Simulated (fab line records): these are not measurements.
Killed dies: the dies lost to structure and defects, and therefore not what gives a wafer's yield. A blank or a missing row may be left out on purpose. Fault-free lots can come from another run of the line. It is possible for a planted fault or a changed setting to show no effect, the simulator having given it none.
fab line records	flow n5-finfet
record lots=8	wafers=24	last-day=17
route steps=1938 shown BEOL_M0_SAQP@668 BEOL_M0_CUTY@710 BEOL_M4@1111 PASSIVATION@1936
lots with no fault: from the same line, run without faults
start-h: start of the lot's first displayed wafer, in hours after the record's first day	wait-h: hours since the lot's step before	" as in the row above	L1.1+2: a row that stands for several wafers	- value missing, or start not given	* or withheld: withheld	< > ~ a bound
route shown NAME@n: NAME is a module with steps in the file, n the number in the route of the first one	usual: mean/standard deviation of fault-free wafers	same: alike in all rows	chamber/n: place in a boat	sites: readings site by site	_std_site: standard deviation across them	_edge_site: the outer-site mean with the inner-site mean subtracted	radius-mm: how far each site lies from the wafer's centre	mask NAME#n: copy n	behind: the last tool/chamber to shape the wafer	hold: reason for holding the lot/hours on hold/outcome of the hold	device: the transistor (n, p or np) that didn't switch	end of line: the same wafers' tests at the end of the route	a step with no rows: only its recipe	killed: dies that structure and defects cost at the first sort, which is not the same as the wafer's yield	map: a wafer's dies, x killed, . not, _ none there
set.NAME: the setting as run; set.NAME@STEP: as run at that earlier step	model.NAME: the simulator's own value behind a step, which no gauge read
the route's steps for a sample of lots (tables are steps, rows are wafers)
services: from which hour (start-h, from the record's first day; less than 0 if before it) a tool's chamber was out of use, for how many hours, and why
## steps
# step N5_BEOL_M0_SAQP_ETCH_102
# recipe chemistry=CF4	target=SiO2	target-depth-a=40	ion-energy-ev=350	time-s=4.4	pressure-mtorr=10	icp-w=800	bias-w=400	cf4-flow-sccm=80
# usual drypump-motor-current-A=5.7/0.4	oes-product-au=0.995/0.019	throttle-valve-pct=21.84/0.28
lot.wafer	tool	chamber	start-h	wait-h	drypump-motor-current-A	oes-product-au	rf-hours-counter-h	throttle-valve-pct
L657.2	rie-si-04	1	111.75	0.1	5.4	0.985	53	21.64
L657.5	"	3	"	"	6.0	1.012	-	21.58
L657.6	"	2	"	"	5.5	0.989	-	22.45
L661.1	rie-si-04	2	133.38	0.1	5.5	0.978	173	22.44
L661.4	"	1	"	"	5.3	0.979	53	21.66
L661.6	"	1	"	"	5.4	0.982	-	21.65
L663.1	rie-si-04	1	149.96	0.1	5.4	0.987	54	21.66
L663.3	"	3	"	"	6.0	1.017	183	21.58
L663.4	"	0	"	"	5.0	1.017	141	21.68
L664.2	rie-si-04	0	154.24	0.1	5.0	1.004	141	21.66
L664.5	"	0	"	"	5.0	0.995	-	21.68
L664.6	"	1	"	"	5.4	0.977	-	21.64
L665.1	rie-si-04	1	157.49	0.1	5.4	0.988	54	21.64
L665.5	"	1	"	"	5.4	0.978	-	21.65
L665.6	"	0	"	"	5.0	1.002	-	21.67
L669.3	rie-si-05	1	184.66	0.1	5.7	1.037	93	22.19
L669.4	"	3	"	"	6.2	0.983	-	21.56
L669.5	"	1	"	"	5.7	1.028	-	22.18
L676.2	rie-si-02	1	223.69	0.1	5.9	0.972	127	21.93
L676.4	"	3	"	"	6.0	1.008	86	21.93
L676.5	"	1	"	"	5.9	0.970	-	21.94
L677.2	rie-si-05	0	227.75	0.1	5.6	1.003	6	21.86
L677.4	"	2	"	"	6.5	0.981	14	22.06
L677.6	"	0	"	"	5.6	1.004	-	21.85
# step N5_BEOL_M0_SAQP_RECESS_109
# recipe chemistry=HF/NH3	target=SiO2	target-depth-a=30	afs-cycles=1	temp-c=30	sublimation-temp-c=180	sublimation-time-s=60
# usual drypump-motor-current-A=5.6/0.45	temp-c=30.01/0.098
lot.wafer	tool	chamber	start-h	wait-h	drypump-motor-current-A	temp-c
L657.2	vapor-etch-02	1	112.48	0.0	6.0	30.01
L657.5	"	1	"	"	6.0	30.01
L657.6	"	0	"	"	6.3	30.04
L661.1	vapor-etch-01	0	134.10	0.0	5.6	29.90
L661.4	"	0	"	"	5.6	29.98
L661.6	"	1	"	"	5.0	30.01
L663.1	vapor-etch-01	0	151.04	0.0	5.6	30.00
L663.3	"	0	"	"	5.6	30.19
L663.4	"	1	"	"	5.1	30.17
L664.2	vapor-etch-02	1	155.02	0.0	6.0	29.94
L664.5	"	0	"	"	6.2	30.02
L664.6	"	1	"	"	6.0	29.99
L665.1	vapor-etch-01	1	158.23	0.0	5.1	30.04
L665.5	"	1	"	"	5.1	29.98
L665.6	"	0	"	"	5.6	30.24
L669.3	vapor-etch-01	1	185.43	0.1	5.0	29.99
L669.4	"	0	"	"	5.6	29.80
L669.5	"	0	"	"	5.6	29.87
L676.2	vapor-etch-02	1	224.43	0.0	6.0	30.05
L676.4	"	1	"	"	6.0	29.94
L676.5	"	1	"	"	6.0	29.80
L677.2	vapor-etch-02	1	228.49	0.0	6.0	30.03
L677.4	"	0	"	"	6.3	29.74
L677.6	"	1	"	"	6.0	30.09
# step N5_BEOL_M0_SAQP_CD_MEAS_40
# recipe target-cd-nm=30	landing-energy-ev=500	detector=se-inlens
# usual cd-nm=29.85/0.24
lot.wafer	tool	chamber	start-h	wait-h	cd-nm
L657.2	cd-sem-02	0	113.80	-	29.88
L657.5	"	0	"	"	29.60
L657.6	"	0	"	"	30.10
L661.1	cd-sem-03	0	135.30	-	29.74
L661.4	"	0	"	"	30.22
L661.6	"	0	"	"	29.77
L663.1	cd-sem-03	0	152.62	-	29.91
L663.3	"	0	"	"	29.62
L663.4	"	0	"	"	29.87
L664.2	cd-sem-02	0	156.47	-	29.84
L664.5	"	0	"	"	30.17
L664.6	"	0	"	"	29.23
L665.1	cd-sem-03	0	159.60	-	30.13
L665.5	"	0	"	"	29.96
L665.6	"	0	"	"	29.91
L669.3	cd-sem-03	0	186.63	-	29.97
L669.4	"	0	"	"	29.97
L669.5	"	0	"	"	29.42
L676.2	cd-sem-03	0	225.74	-	29.63
L676.4	"	0	"	"	30.16
L676.5	"	0	"	"	29.76
L677.2	cd-sem-01	0	229.69	-	29.66
L677.4	"	0	"	"	29.67
L677.6	"	0	"	"	29.92
# step N5_BEOL_M0_SAQP_INSPECT_42
# recipe mode=adi	inspect-instrument=brightfield
# usual raw-defect-count=263/68
lot.wafer	tool	chamber	start-h	wait-h	raw-defect-count
L657.2	defect-inspect-02	-	113.89	0.0	246
L657.5	"	-	"	"	158
L657.6	"	-	"	"	256
L661.1	defect-inspect-01	-	135.38	0.1	323
L661.4	"	-	"	"	420
L661.6	"	-	"	"	232
L663.1	defect-inspect-01	-	152.71	0.1	176
L663.3	"	-	"	"	143
L663.4	"	-	"	"	211
L664.2	defect-inspect-01	-	156.55	0.0	1587
L664.5	"	-	"	"	1576
L664.6	"	-	"	"	1471
L665.1	defect-inspect-02	-	159.69	0.1	1372
L665.5	"	-	"	"	1507
L665.6	"	-	"	"	1488
L669.3	defect-inspect-01	-	186.71	0.0	272
L669.4	"	-	"	"	299
L669.5	"	-	"	"	181
L676.2	defect-inspect-01	-	225.83	0.0	231
L676.4	"	-	"	"	332
L676.5	"	-	"	"	265
L677.2	defect-inspect-01	-	229.78	0.0	307
L677.4	"	-	"	"	222
L677.6	"	-	"	"	350
# step N5_BEOL_M0_SAQP_ETCH_73
# recipe chemistry=CF4	target=SiARC	target-depth-a=195	mask-material=CAR-EUV	time-s=32.5	ion-energy-ev=80	pressure-mtorr=40	source-w=545	bias-w=36	Ar_flow_sccm=100	cf4-flow-sccm=100	ends=cleared
# usual drypump-motor-current-A=5.8/0.38	etch-rf-on-time-s=33.2/0.98	oes-product-au=0.64/0.055	rf-vpp-V=184.3/1.1	showerhead-plenum-p-Torr=2.15/0.06	throttle-valve-pct=15.70/0.27
lot.wafer	tool	chamber	start-h	wait-h	drypump-motor-current-A	etch-rf-on-time-s	oes-product-au	rf-hours-counter-h	rf-vpp-V	showerhead-plenum-p-Torr	throttle-valve-pct
L657.2	rie-diel-04	0	113.97	0.0	6.1	33.7	0.75	45	183.8	2.18	15.14
L657.5	"	2	"	"	6.4	31.9	0.61	-	184.7	2.19	15.89
L657.6	"	1	"	"	6.3	33.7	0.64	-	185.8	2.24	15.56
L661.1	rie-diel-04	3	135.47	0.0	5.3	33.2	0.64	172	185.2	2.21	15.88
L661.4	"	0	"	"	6.1	33.7	0.74	52	183.1	2.18	15.16
L661.6	"	0	"	"	6.1	33.8	0.74	-	183.5	2.18	15.15
L663.1	rie-diel-04	0	152.79	0.0	6.1	33.4	0.74	57	183.5	2.17	15.18
L663.3	"	1	"	"	6.3	33.2	0.64	134	184.5	2.24	15.60
L663.4	"	3	"	"	5.3	33.3	0.63	178	185.0	2.21	15.89
L664.2	rie-diel-06	2	156.64	0.0	5.5	31.3	0.71	71	183.7	2.08	15.52
L664.5	"	1	"	"	5.3	33.8	0.64	-	184.4	2.15	15.61
L664.6	"	0	"	"	5.4	32.5	0.62	-	184.2	2.14	16.06
L665.1	rie-diel-04	0	159.78	0.0	6.1	33.8	0.73	61	183.1	2.17	15.17
L665.5	"	1	"	"	6.3	33.3	0.64	-	184.4	2.23	15.59
L665.6	"	0	"	"	6.1	33.9	0.73	-	184.5	2.17	15.16
L669.3	rie-diel-03	0	186.80	0.0	6.2	32.8	0.59	238	184.7	2.19	15.95
L669.4	"	0	"	"	6.2	32.9	0.59	-	184.9	2.19	15.97
L669.5	"	1	"	"	5.7	33.9	0.58	-	185.4	2.22	15.84
L676.2	rie-diel-06	3	225.92	0.0	5.9	33.9	0.59	212	181.9	2.03	15.95
L676.4	"	1	"	"	5.3	34.5	0.62	155	185.2	2.15	15.66
L676.5	"	3	"	"	6.0	33.6	0.58	-	183.4	2.03	15.95
L677.2	rie-diel-03	1	230.00	0.0	5.8	34.1	0.57	215	185.3	2.21	15.85
L677.4	"	1	"	"	5.7	34.5	0.58	-	184.2	2.21	15.85
L677.6	"	2	"	"	5.7	31.5	0.70	-	182.4	2.09	15.47
# step N5_BEOL_M0_CUTY_INSPECT_59
# recipe mode=adi	inspect-instrument=macro
# usual raw-defect-count=2.0/1.4
lot.wafer	tool	chamber	start-h	wait-h	raw-defect-count
L657.2	defect-inspect-02	-	115.15	0.0	2
L657.5	"	-	"	"	3
L657.6	"	-	"	"	3
L661.1	defect-inspect-01	-	136.86	0.0	2
L661.4	"	-	"	"	1
L661.6	"	-	"	"	1
L663.1	defect-inspect-02	-	154.10	0.0	4
L663.3	"	-	"	"	3
L663.4	"	-	"	"	4
L664.2	defect-inspect-02	-	157.93	0.0	>300
L664.5	"	-	"	"	>300
L664.6	"	-	"	"	>300
L665.1	defect-inspect-01	-	161.94	0.0	>300
L665.5	"	-	"	"	>300
L665.6	"	-	"	"	>300
L669.3	defect-inspect-02	-	189.52	0.0	2
L669.4	"	-	"	"	1
L669.5	"	-	"	"	1
L676.2	defect-inspect-02	-	227.24	0.0	3
L676.4	"	-	"	"	2
L676.5	"	-	"	"	4
L677.2	defect-inspect-01	-	231.33	0.0	4
L677.4	"	-	"	"	1
L677.6	"	-	"	"	1
# step N5_BEOL_M4_RC_MEAS_101
# usual DIBL_N=36.3/1.8	DIBL_P=36.5/2.1	IOFF_N=0.16/0.031	IOFF_P=0.22/0.038	ION_N=677/12	ION_P=466/7.8	SS_N=71.5/0.61	SS_P=73.2/0.7	VT_N=249/3	VT_P=-248.9/3
lot.wafer	tool	chamber	start-h	wait-h	DIBL_N[mV/V]	DIBL_P[mV/V]	IOFF_N[nA/um]	IOFF_P[nA/um]	ION_N[uA/um]	ION_P[uA/um]	SS_N[mV/dec]	SS_P[mV/dec]	VT_N[mV]	VT_P[mV]
L657.2	prober-02	0	187.03	1.1	34.6	35.1	0.14	0.22	676	472	71.2	73.5	251	-245.7
L657.5	"	0	"	"	36.4	37.0	0.17	0.24	682	474	70.5	73.3	246	-246.0
L657.6	"	0	"	"	34.8	34.2	0.13	0.21	662	464	71.4	72.3	252	-249.5
L661.1	prober-02	0	207.06	0.0	38.6	37.6	0.19	0.25	681	468	71.4	74.4	248	-248.4
L661.4	"	0	"	"	36.0	36.0	0.16	0.23	691	473	71.2	73.8	247	-246.6
L661.6	"	0	"	"	37.0	36.9	0.17	0.23	694	472	70.9	73.6	248	-249.9
L664.2	prober-02	0	217.02	0.2	35.5	37.0	0.17	0.27	689	478	71.1	73.5	246	-243.1
L664.5	"	0	"	"	34.6	35.8	0.15	0.24	687	480	71.0	72.2	249	-246.4
L664.6	"	0	"	"	39.3	42.0	0.28	0.38	708	488	72.2	73.6	238	-240.6
L665.1	prober-02	0	226.11	0.0	36.3	36.3	0.14	0.18	665	455	71.3	73.1	252	-255.5
L665.5	"	0	"	"	34.8	34.0	0.12	0.15	664	455	71.0	72.9	256	-258.4
L665.6	"	0	"	"	38.2	39.1	0.18	0.22	693	465	70.9	74.1	249	-252.0
L663.1	prober-01	0	229.69	0.0	35.2	34.4	0.14	0.19	678	469	71.7	72.3	249	-249.9
L663.3	"	0	"	"	39.7	39.6	0.22	0.26	673	460	72.0	74.2	247	-245.4
L663.4	"	0	"	"	40.4	41.0	0.24	0.30	703	474	71.7	74.4	242	-245.9
L669.3	prober-01	0	249.30	0.3	37.9	38.5	0.17	0.26	681	468	71.8	73.0	249	-246.4
L669.4	"	0	"	"	34.4	33.2	0.11	0.18	655	456	70.1	71.7	257	-253.3
L669.5	"	0	"	"	35.5	34.8	0.13	0.20	670	465	70.9	72.9	253	-249.0
L676.2	prober-01	0	284.47	0.2	38.0	37.9	0.18	0.22	666	456	71.7	74.5	249	-250.5
L676.4	"	0	"	"	38.1	39.2	0.18	0.24	680	475	72.4	73.8	248	-251.5
L676.5	"	0	"	"	37.2	37.7	0.17	0.21	685	466	71.8	73.5	246	-250.0
L677.2	prober-02	0	300.58	0.2	33.1	33.0	0.12	0.19	661	466	70.7	71.9	255	-247.7
L677.4	"	0	"	"	34.5	34.4	0.14	0.21	685	470	70.8	73.4	251	-247.6
L677.6	"	0	"	"	35.5	35.7	0.16	0.23	669	469	70.9	72.7	248	-248.0
# step N5_PASSIVATION_PROBE_49
# usual defect-limited-yield=91.2/1.5	killed_at_M0_to_M3=33/9.6	killed_at_M4_up=14/5.6	killed-at-contacts=14/5.5	killed-at-front-end=40/13	killed-at-other=4/3	killed-dies=104/17	killed-open=68/13	killed-short=33/7.2	sort_bin_4_leakage=0.00/0.014	sort_bin_5_function=5.2/0.95	sort_bin_6_memory=3.3/0.62	sort-n-pass=1076/17	sort-yield-pct=91.2/1.5
# same gross-dies=1180	killed-at-back-side=0	sort_bin_8_speed[%]=0
lot.wafer	tool	chamber	start-h	wait-h	defect-limited-yield[%]	killed_at_M0_to_M3	killed_at_M4_up	killed-at-contacts	killed-at-front-end	killed-at-other	killed-dies	killed-open	killed-short	sort_bin_4_leakage[%]	sort_bin_5_function[%]	sort_bin_6_memory[%]	sort-n-pass	sort-yield-pct[%]
L664.2	prober-01	-	322.54	0.1	84.1	117	15	19	36	1	188	79	37	0	10.3	3.1	992	84.1
L664.5	prober-01	-	322.69	0.2	86.4	119	9	8	24	0	160	55	30	0	7.7	3.1	1020	86.4
L664.6	prober-01	-	322.74	0.3	80.0	182	17	9	23	5	236	60	23	0.17	12.5	3.6	942	79.8
L665.1	prober-02	-	331.90	0.0	78.8	200	15	7	28	0	250	62	25	0	13.2	4.5	930	78.8
L665.5	prober-02	-	332.10	0.2	80.0	182	9	13	30	2	236	45	28	0	11.9	4.1	944	80.0
L665.6	prober-02	-	332.15	0.3	83.9	128	18	8	34	2	190	72	40	0	9.4	3.8	990	83.9
L663.1	prober-02	-	337.04	0.0	92.2	37	9	10	31	5	92	55	36	0	4.2	3.3	1088	92.2
L663.3	prober-02	-	337.14	0.1	90.8	25	14	23	40	7	109	66	36	0	5.3	3.2	1071	90.8
L663.4	prober-02	-	337.19	0.2	91.4	37	15	10	32	8	102	58	43	0	4.6	3.5	1078	91.4
L669.3	prober-02	-	346.95	0.1	90.8	20	7	8	70	4	109	69	40	0	6.1	2.8	1071	90.8
L669.4	prober-02	-	347.00	0.2	92.6	19	7	14	45	2	87	59	26	0	4.1	2.8	1093	92.6
L669.5	prober-02	-	347.05	0.2	92.4	24	13	14	38	1	90	61	27	0	4.5	2.8	1090	92.4
L677.2	prober-02	-	409.54	0.1	90.8	43	3	15	46	2	109	75	29	0	4.5	4.0	1071	90.8
L677.4	prober-02	-	409.64	0.2	87.6	53	16	15	62	0	146	103	41	0	7.1	4.8	1034	87.6
L677.6	prober-02	-	409.74	0.3	91.6	30	12	14	41	2	99	63	33	0	4.6	3.7	1081	91.6
# killed by level:class
L664.2 BEOL_M0_SAQP:unspecified=72 BEOL_M0_SAQP:geometric-particle:short=12 STI_FIN_REVEAL:geometric-particle:open=11 BEOL_M0_SAQP:geometric-particle:open=11 MOL_CONTACT_COAG:geometric-particle:open=10 BEOL_M2:geometric-particle:open=10 MOL_CONTACT_COAG:geometric-particle:short=9 BEOL_M3:geometric-particle:open=7
L664.5 BEOL_M0_SAQP:unspecified=75 BEOL_M0_SAQP:geometric-particle:short=12 BEOL_M2:geometric-particle:open=10 BEOL_M0_SAQP:geometric-particle:open=9 STI_FIN_REVEAL:geometric-particle:open=6 MOL_CONTACT_COAG:geometric-particle:open=6 BEOL_M3:geometric-particle:open=5 STARTING-WAFER:geometric-particle:open=5
L664.6 BEOL_M0_SAQP:unspecified=152 BEOL_M3:geometric-particle:open=9 STI_FIN_REVEAL:geometric-particle:open=8 MOL_CONTACT_COAG:geometric-particle:open=7 STARTING-WAFER:geometric-particle:open=6 BEOL_M4:geometric-particle:open=6 BEOL_M0_SAQP:geometric-particle:short=4 BEOL_M1:geometric-particle:open=4
L665.1 BEOL_M0_SAQP:unspecified=161 BEOL_M2:geometric-particle:open=12 STI_FIN_REVEAL:geometric-particle:open=8 BEOL_M4:geometric-particle:open=7 MOL_CONTACT_COAG:geometric-particle:open=6 BEOL_M1:geometric-particle:open=6 FIN_SAQP:geometric-particle:short=5 BEOL_M0_SAQP:geometric-particle:short=5
L665.5 BEOL_M0_SAQP:unspecified=159 MOL_CONTACT_COAG:geometric-particle:open=12 FIN_SAQP:geometric-particle:short=11 BEOL_M0:geometric-particle:open=5 BEOL_M2:geometric-particle:short=4 STI_FIN_REVEAL:geometric-particle:open=4 BEOL_M0_SAQP:geometric-particle:short=4 BEOL_M4:geometric-particle:open=4
L665.6 BEOL_M0_SAQP:unspecified=75 BEOL_M2:geometric-particle:open=14 BEOL_M0_SAQP:geometric-particle:short=13 BEOL_M0_SAQP:geometric-particle:open=10 FIN_SAQP:geometric-particle:short=9 BEOL_M3:geometric-particle:open=7 BEOL_M4:geometric-particle:open=7 MOL_CONTACT_COAG:geometric-particle:open=5
L663.1 BEOL_M0_SAQP:geometric-particle:open=11 BEOL_M1:geometric-particle:open=8 BEOL_M2:geometric-particle:open=7 STARTING-WAFER:geometric-particle:short=7 FIN_SAQP:geometric-particle:short=6 MOL_CONTACT_COAG:geometric-particle:open=6 FIN_SAQP:geometric-particle:open=5 BEOL_M0_SAQP:geometric-particle:short=5
L663.3 MOL_CONTACT_COAG:geometric-particle:open=18 STI_FIN_REVEAL:geometric-particle:open=11 GATE_CUT:geometric-particle:short=9 BEOL_M4:geometric-particle:open=8 BEOL_M1:geometric-particle:open=7 BEOL_M0_SAQP:geometric-particle:short=5 BEOL_M2:geometric-particle:open=5 FIN_SAQP:geometric-particle:short=4
L663.4 BEOL_M2:geometric-particle:open=8 MOL_CONTACT_COAG:geometric-particle:open=8 BEOL_M4:geometric-particle:open=7 FIN_SAQP:geometric-particle:open=6 FIN_SAQP:geometric-particle:short=6 BEOL_M0_SAQP:geometric-particle:open=6 BEOL_M0_SAQP:geometric-particle:short=6 BEOL_M3:geometric-particle:short=6
L669.3 STI_FIN_REVEAL:geometric-particle:open=18 FIN_SAQP:geometric-particle:short=16 MOL_CONTACT_COAG:geometric-particle:open=8 GATE_CUT:geometric-particle:short=7 SPACER0:geometric-particle:open=6 STI_FIN_REVEAL:geometric-particle:short=4 SPACER0:geometric-particle:short=4 BEOL_M0_SAQP:geometric-particle:open=4
L669.4 GATE_CUT:geometric-particle:open=11 MOL_CONTACT_COAG:geometric-particle:open=11 STI_FIN_REVEAL:geometric-particle:open=7 FIN_SAQP:geometric-particle:open=5 BEOL_M0_SAQP:geometric-particle:open=5 BEOL_M1:geometric-particle:open=5 FIN_SAQP:geometric-particle:short=4 STI_FIN_REVEAL:geometric-particle:short=4
L669.5 MOL_CONTACT_COAG:geometric-particle:open=9 DUMMY_GATE:geometric-particle:open=8 GATE_CUT:geometric-particle:open=6 BEOL_M1:geometric-particle:open=6 MOL_CONTACT_COAG:geometric-particle:short=5 FIN_SAQP:geometric-particle:open=4 FIN_SAQP:geometric-particle:short=4 STI_FIN_REVEAL:geometric-particle:open=4
L677.2 STI_FIN_REVEAL:geometric-particle:open=19 MOL_CONTACT_COAG:geometric-particle:open=14 BEOL_M3:geometric-particle:open=9 BEOL_M0_SAQP:geometric-particle:open=8 BEOL_M2:geometric-particle:open=6 BEOL_M0_SAQP:geometric-particle:short=6 FIN_SAQP:geometric-particle:open=5 BEOL_M3:geometric-particle:short=5
L677.4 STI_FIN_REVEAL:geometric-particle:open=34 MOL_CONTACT_COAG:geometric-particle:open=13 BEOL_M2:geometric-particle:open=12 BEOL_M3:geometric-particle:open=11 BEOL_M0_SAQP:geometric-particle:short=10 FIN_SAQP:geometric-particle:open=8 BEOL_M0_SAQP:geometric-particle:open=8 STI_FIN_REVEAL:geometric-particle:short=7
L677.6 MOL_CONTACT_COAG:geometric-particle:open=11 STI_FIN_REVEAL:geometric-particle:open=9 BEOL_M3:geometric-particle:open=8 FIN_SAQP:geometric-particle:open=7 STI_FIN_REVEAL:geometric-particle:short=6 BEOL_M2:geometric-particle:open=6 BEOL_M4:geometric-particle:open=6 FIN_SAQP:geometric-particle:short=5
## services
tool	chamber	start-h	hours	kind
rie-diel-03	2	91.92	5.7	repair
rie-diel-03	2	104.37	62.3	repair
rie-diel-04	-	122.71	2.8	pm
rie-si-04	-	129.49	2.8	pm
rie-diel-03	3	166.76	-	clean
rie-diel-03	3	166.76	-	consumable-replace:focus-ring
rie-si-05	2	178.40	11.5	repair
rie-si-04	3	188.77	9.0	repair
rie-si-05	0	207.51	14.0	repair
rie-diel-06	0	211.47	8.5	repair
rie-diel-03	0	224.48	-	clean
rie-diel-03	0	224.48	-	consumable-replace:focus-ring
rie-diel-03	0	224.48	20.7	scheduled-down
rie-diel-03	0	224.48	20.7	vent-cycle
## key
first-sign step=N5_BEOL_M0_SAQP_INSPECT_42	reading=raw-defect-count	direction=up	sigmas=18	usual=263	struck=1500
effect step=N5_BEOL_M0_CUTY_INSPECT_59	reading=raw-defect-count	direction=up	sigmas=99+	usual=2.0	struck=>300
effect step=N5_PASSIVATION_PROBE_49	reading=killed_at_M0_to_M3	direction=up	sigmas=13	usual=33	struck=155
more-kills-born-at N5_BEOL_M0_SAQP_ETCH_102@rie-si-04=694
met-at N5_BEOL_M0_SAQP_ETCH_102
struck-lots L664,L665
not-acting-at N5_BEOL_M0_SAQP_RECESS_109,N5_BEOL_M0_SAQP_CD_MEAS_40,N5_BEOL_M0_SAQP_ETCH_73
onset-between 149.96 154.24
fault kind=chamber-particle-source	tool=rie-si-04	chamber=-	onset-h=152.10	steps=N5_BEOL_M0_SAQP_ETCH_102	rate-per-visit-cm2=1.8441	end-h=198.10
